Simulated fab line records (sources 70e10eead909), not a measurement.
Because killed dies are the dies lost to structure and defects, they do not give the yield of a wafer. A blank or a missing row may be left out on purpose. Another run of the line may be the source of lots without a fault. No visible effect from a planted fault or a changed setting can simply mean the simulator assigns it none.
Problem report, 8D (eight disciplines) form, completed by code | flow nand_harc | the parts of the form that need people (team, actions taken, sign-off) are left out

1. WHAT IS WRONG
Mean of heater_power_total_W at NHARC_A_CONTACT_SOFTBAKE_03: 209.51 W across 4 wafers in 3 lots; on wafers with no fault it is 188.45 W (standard deviation 0.14). That is +99 or more standard deviations from the usual mean.
The step: time 55 s.
First observed at day 20 21:00: wafer L366.2, on litho_track-04. Wafers with a number at this step in the record: 43, from 15 lots. The rule behind "out" and "out of limits": a value lying over 4 standard deviations away from the usual mean. The other wafers with a number count as sound.

2. WHAT IT IS, WHAT IT ISN'T
question                    | is                             | is not
which readings at this step | heater_power_total_W           | -
which lots                  | L366, L370, L371               | L350, L351, L354, L355, L356, L357, L358, L359, L360, L361, L363, L373
which wafers of those lots  | L366.2, L370.2, L370.4, L371.4 | L366.5, L371.1, L371.3
read on which tools         | litho_track-04                 | litho_track-01, litho_track-06
when                        | from day 20 21:00              | up to then (34 sound wafers); but 5 sound wafers of L371, L373 came after

3. THE SUSPECTS, EACH WITH WHAT RULES IT OUT
Counting: any tool at a process step up to the reading remains a suspect provided it ran every lot that is out. Sound lots after the first of them don't rule it out here, since some wafers of a struck lot are sound.
- litho_track-04 at NHARC_A_CONTACT_SOFTBAKE_03 (time 55 s): kept. Every lot that is out went through it, the first being L366 (day 20 21:00); the last sound lot it ran before that was L363 (day 20 15:00). On those wafers its own readings are out: heater_power_total_W.
Remaining after the count: litho_track-04 at NHARC_A_CONTACT_SOFTBAKE_03.

4. THE CAUSE (what the simulator had put in)
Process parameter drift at NHARC_A_CONTACT_SOFTBAKE_03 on litho_track-04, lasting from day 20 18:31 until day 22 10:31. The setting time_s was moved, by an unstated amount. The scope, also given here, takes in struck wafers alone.
Only this tool survived the counting.

5. THE EFFECT CHAIN, in route order
Each row: a reading where the mean over the struck wafers with a number is more than 3 standard deviations away from the usual. Scope: only readings with a usual standard deviation given in the record; hours: median across lots of the time from each lot's start at the first step in this table that gives one to its start at this step; sigmas: change in usual standard deviations.
hours | step                        | reading              | usual    | on struck wafers | change | sigmas
0     | NHARC_A_CONTACT_SOFTBAKE_03 | heater_power_total_W | 188.45 W | 209.51           | +21.06 | +99 or more
Its process steps:
- NHARC_A_CONTACT_SOFTBAKE_03: time 55 s.
Later measuring or inspecting steps at which every struck wafer that the step has a row for has a number for every such reading, and none has moved that far: NHARC_A_CONTACT_OVL_MEAS_09, NHARC_A_CONTACT_INSPECT_10.

6. HOW IT WOULD HAVE BEEN CAUGHT EARLIER
In this record no reading fell out of limits until day 20 21:00, 2 hours after the fault had begun at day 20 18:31.
